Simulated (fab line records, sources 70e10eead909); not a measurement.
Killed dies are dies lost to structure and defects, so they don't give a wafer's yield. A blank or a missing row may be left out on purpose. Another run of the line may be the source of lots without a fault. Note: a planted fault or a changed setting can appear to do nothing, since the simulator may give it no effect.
Check of tool commonality :: flow nandHarc :: 11 lots, 33 wafers sampled

WHAT PROMPTED THE OPENING
At NHARC_P_GATE_CD_MEAS_26 the reading cdNm is flagged on 1 of 11 lots. Fault-free wafers read 120.3 nm, with a standard deviation of 0.74.
Rule: a lot gets a flag if all its wafers with a number sit over 4 standard deviations from that mean, or if no wafer of it has a number. The other lots count as sound.

lot: L900
measured: day 5 07:44
on: cdSem-01
cdNm (nm), wafer by wafer: 120.3 119.8 120.5
flag: 

lot: L902
measured: day 6 05:19
on: cdSem-02
cdNm (nm), wafer by wafer: 120.4 120.2 121.5
flag: 

lot: L904
measured: day 6 23:44
on: cdSem-01
cdNm (nm), wafer by wafer: 120.1 120.1 119.3
flag: 

lot: L906
measured: day 8 04:12
on: cdSem-01
cdNm (nm), wafer by wafer: 121.4 120.7 121.1
flag: 

lot: L907
measured: day 8 09:38
on: cdSem-01
cdNm (nm), wafer by wafer: 120.7 120.6 120.5
flag: 

lot: L909
measured: day 9 14:49
on: cdSem-02
cdNm (nm), wafer by wafer: 119.6 119.3 120.7
flag: 

lot: L913
measured: day 10 23:43
on: cdSem-02
cdNm (nm), wafer by wafer: 75.1 76.3 75.7
flag: FLAGGED

lot: L914
measured: day 11 04:03
on: cdSem-02
cdNm (nm), wafer by wafer: 119.1 119.7 120.0
flag: 

lot: L917
measured: day 12 10:19
on: cdSem-02
cdNm (nm), wafer by wafer: 120.4 120.5 119.2
flag: 

lot: L921
measured: day 14 04:23
on: cdSem-01
cdNm (nm), wafer by wafer: 121.0 120.2 120.9
flag: 

lot: L922
measured: day 14 11:25
on: cdSem-02
cdNm (nm), wafer by wafer: 118.9 119.1 119.7
flag: 
Average over the flagged lots: 75.7 nm; offset from the usual -44.6 nm, equal to -60 standard deviations.

WHICH TOOL EACH LOT WENT THROUGH
The record holds 1 process step before the reading, out of a route of 1302 steps. Every cell lists first the tool, next ch and the chambers used by the sampled wafers, and last the start.
lot: L900
flag: 
NHARC_P_GATE_EXPOSE_23: arfiScanner-02 ch 0, day 5 07:35

lot: L902
flag: 
NHARC_P_GATE_EXPOSE_23: arfiScanner-03 ch 0, day 6 05:11

lot: L904
flag: 
NHARC_P_GATE_EXPOSE_23: arfiScanner-03 ch 0, day 6 23:36

lot: L906
flag: 
NHARC_P_GATE_EXPOSE_23: arfiScanner-02 ch 0, day 8 04:04

lot: L907
flag: 
NHARC_P_GATE_EXPOSE_23: arfiScanner-01 ch 0, day 8 09:30

lot: L909
flag: 
NHARC_P_GATE_EXPOSE_23: arfiScanner-01 ch 0, day 9 14:41

lot: L913
flag: FLAGGED
NHARC_P_GATE_EXPOSE_23: arfiScanner-01 ch 0, day 10 23:35

lot: L914
flag: 
NHARC_P_GATE_EXPOSE_23: arfiScanner-01 ch 0, day 11 03:55

lot: L917
flag: 
NHARC_P_GATE_EXPOSE_23: arfiScanner-03 ch 0, day 12 10:11

lot: L921
flag: 
NHARC_P_GATE_EXPOSE_23: arfiScanner-01 ch 0, day 14 04:14

lot: L922
flag: 
NHARC_P_GATE_EXPOSE_23: arfiScanner-01 ch 0, day 14 11:17
What these steps do:
- NHARC_P_GATE_EXPOSE_23: exposes mask P GATE, target cd 120 nm.
- NHARC_P_GATE_CD_MEAS_26: target cd 120 nm.

FLAGGED AGAINST TOTAL, ONE TOOL AT A TIME (gauges that did the reading follow at the end)
step: NHARC_P_GATE_EXPOSE_23
tool: arfiScanner-01
lots run: 6
flagged: 1
share of the flagged lots: all
sound lots run after its first flagged lot: 3 (L914,L921,L922)

step: NHARC_P_GATE_EXPOSE_23
tool: arfiScanner-02
lots run: 2
flagged: 0
share of the flagged lots: none
sound lots run after its first flagged lot: -

step: NHARC_P_GATE_EXPOSE_23
tool: arfiScanner-03
lots run: 3
flagged: 0
share of the flagged lots: none
sound lots run after its first flagged lot: -

step: NHARC_P_GATE_CD_MEAS_26
tool: cdSem-01
lots run: 5
flagged: 0
share of the flagged lots: none
sound lots run after its first flagged lot: -

step: NHARC_P_GATE_CD_MEAS_26
tool: cdSem-02
lots run: 6
flagged: 1
share of the flagged lots: all
sound lots run after its first flagged lot: 3 (L914,L917,L922)

THE TABLE: WHAT IT ALLOWS
Table rows that saw every flagged lot: 2, namely arfiScanner-01 at NHARC_P_GATE_EXPOSE_23 and cdSem-02 at NHARC_P_GATE_CD_MEAS_26.
- arfiScanner-01 at NHARC_P_GATE_EXPOSE_23 ran 6 lots, 1 of them flagged. After the first flagged lot (L914, L921, L922), sound lots still ran on it; a lasting fault on the whole tool would not permit that.
- cdSem-02 at NHARC_P_GATE_CD_MEAS_26 ran 6 lots, 1 of them flagged. After the first flagged lot (L914, L917, L922), sound lots still ran on it; a lasting fault on the whole tool would not permit that.
Every row of the table either missed a flagged lot or ran a sound lot after the first.

WHAT WAS PUT IN BY THE SIMULATOR
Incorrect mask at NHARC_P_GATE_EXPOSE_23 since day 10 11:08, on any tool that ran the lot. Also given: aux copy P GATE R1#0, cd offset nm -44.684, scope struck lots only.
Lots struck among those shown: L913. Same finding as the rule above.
